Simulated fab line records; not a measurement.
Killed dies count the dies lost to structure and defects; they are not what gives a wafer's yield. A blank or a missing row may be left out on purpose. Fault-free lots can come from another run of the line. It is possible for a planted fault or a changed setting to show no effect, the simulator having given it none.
Matching of chambers :: flow n5 finfet :: rie diel-06 running N5_BEOL_M9_ETCH_61: 4 sister chambers
The step etches SiARC in CF4, target depth 39 nm, time 65 s. 4 wafers are shown with their chamber, then 9 later ones without.

== WAFERS WITH THEIR CHAMBER ==
wafer: L089.4
chamber: 2
showerhead plenum p Torr (Torr): 2.19

wafer: L086.1
chamber: 3
showerhead plenum p Torr (Torr): 2.14

wafer: L086.4
chamber: 0
showerhead plenum p Torr (Torr): 2.13

wafer: L086.5
chamber: 1
showerhead plenum p Torr (Torr): 2.17

== WAFERS WITHOUT THEIR CHAMBER ==
wafer: L090.2
showerhead plenum p Torr (Torr): 2.17

wafer: L090.3
showerhead plenum p Torr (Torr): 2.19

wafer: L090.4
showerhead plenum p Torr (Torr): 2.12

wafer: L095.2
showerhead plenum p Torr (Torr): 2.17

wafer: L095.3
showerhead plenum p Torr (Torr): 2.13

wafer: L095.6
showerhead plenum p Torr (Torr): 2.19

wafer: L096.3
showerhead plenum p Torr (Torr): 2.12

wafer: L096.4
showerhead plenum p Torr (Torr): 2.13

wafer: L096.6
showerhead plenum p Torr (Torr): 2.12

== THE CHAMBER EACH PASSED THROUGH ==
wafer: L090.2
from the rows above: 1
in truth: 1

wafer: L090.3
from the rows above: 2
in truth: 2

wafer: L090.4
from the rows above: can't be placed: 0 or 3
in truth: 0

wafer: L095.2
from the rows above: 1
in truth: 1

wafer: L095.3
from the rows above: can't be placed: 0 or 3
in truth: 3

wafer: L095.6
from the rows above: 2
in truth: 2

wafer: L096.3
from the rows above: can't be placed: 0 or 3
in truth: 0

wafer: L096.4
from the rows above: can't be placed: 0 or 3
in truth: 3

wafer: L096.6
from the rows above: can't be placed: 0 or 3
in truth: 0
4 of 9 placed correctly. Not placeable from these rows: 5 (in 5, the candidates include the true chamber). Number placed wrongly: 0.
How it was worked out, from the rows above alone: a wafer's distance from a chamber is the root of the sum, over the readings, of the square of ((its reading less the chamber's mean) divided by the reading's scatter). If the next closest chamber is less than 2 further off than the closest, the wafer can't be placed; otherwise it belongs to the closest. A chamber's mean is the mean of its shown wafers. The scatter: with one shown wafer a chamber, the root of the mean of the squares of how far each hidden wafer lies from its nearest shown one.
